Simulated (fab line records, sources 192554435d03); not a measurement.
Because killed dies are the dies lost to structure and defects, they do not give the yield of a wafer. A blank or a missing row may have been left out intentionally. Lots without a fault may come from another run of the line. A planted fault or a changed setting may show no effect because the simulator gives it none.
Matching of chambers :: flow n5Finfet :: N5_BEOL_M6_STRIP_36 on rieDiel-04: 4 sister chambers
The step strips in N2/H2. 4 wafers are shown with their chamber, then 10 later ones without.

== WAFERS WITH THEIR CHAMBER ==
wafer: L082.3
chamber: 2
drypumpMotorCurrentA (A): 5.4

wafer: L080.6
chamber: 1
drypumpMotorCurrentA (A): 5.3

wafer: L088.2
chamber: 3
drypumpMotorCurrentA (A): 6.5

wafer: L088.4
chamber: 0
drypumpMotorCurrentA (A): 6.4

== WAFERS WITHOUT THEIR CHAMBER ==
wafer: L088.5
drypumpMotorCurrentA (A): 5.4

wafer: L089.2
drypumpMotorCurrentA (A): 6.4

wafer: L089.4
drypumpMotorCurrentA (A): 6.5

wafer: L089.5
drypumpMotorCurrentA (A): 6.5

wafer: L093.1
drypumpMotorCurrentA (A): 5.3

wafer: L093.3
drypumpMotorCurrentA (A): 6.4

wafer: L093.5
drypumpMotorCurrentA (A): 6.5

wafer: L094.1
drypumpMotorCurrentA (A): 5.5

wafer: L094.4
drypumpMotorCurrentA (A): 6.4

wafer: L094.5
drypumpMotorCurrentA (A): 6.5

== CHAMBER TAKEN BY EACH ==
wafer: L088.5
from the rows above: 2
in truth: 2

wafer: L089.2
from the rows above: 0
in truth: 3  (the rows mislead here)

wafer: L089.4
from the rows above: 3
in truth: 3

wafer: L089.5
from the rows above: 3
in truth: 3

wafer: L093.1
from the rows above: 1
in truth: 1

wafer: L093.3
from the rows above: 0
in truth: 0

wafer: L093.5
from the rows above: 3
in truth: 3

wafer: L094.1
from the rows above: 2
in truth: 2

wafer: L094.4
from the rows above: 0
in truth: 0

wafer: L094.5
from the rows above: 3
in truth: 3
Placed correctly: 9 of 10. Not placeable from these rows: 0. 1 placed wrongly.
How it was worked out, from the rows above alone: a wafer's distance from a chamber is the root of the sum, over the readings, of the square of ((its reading less the chamber's mean) divided by the reading's scatter). The wafer belongs to the nearest chamber; if the next one is less than 2 further off, it can't be placed. Each chamber's mean is taken over the wafers shown for it. The scatter (one wafer shown for each chamber): square how far every hidden wafer sits from the nearest shown wafer, average those squares and take the square root.
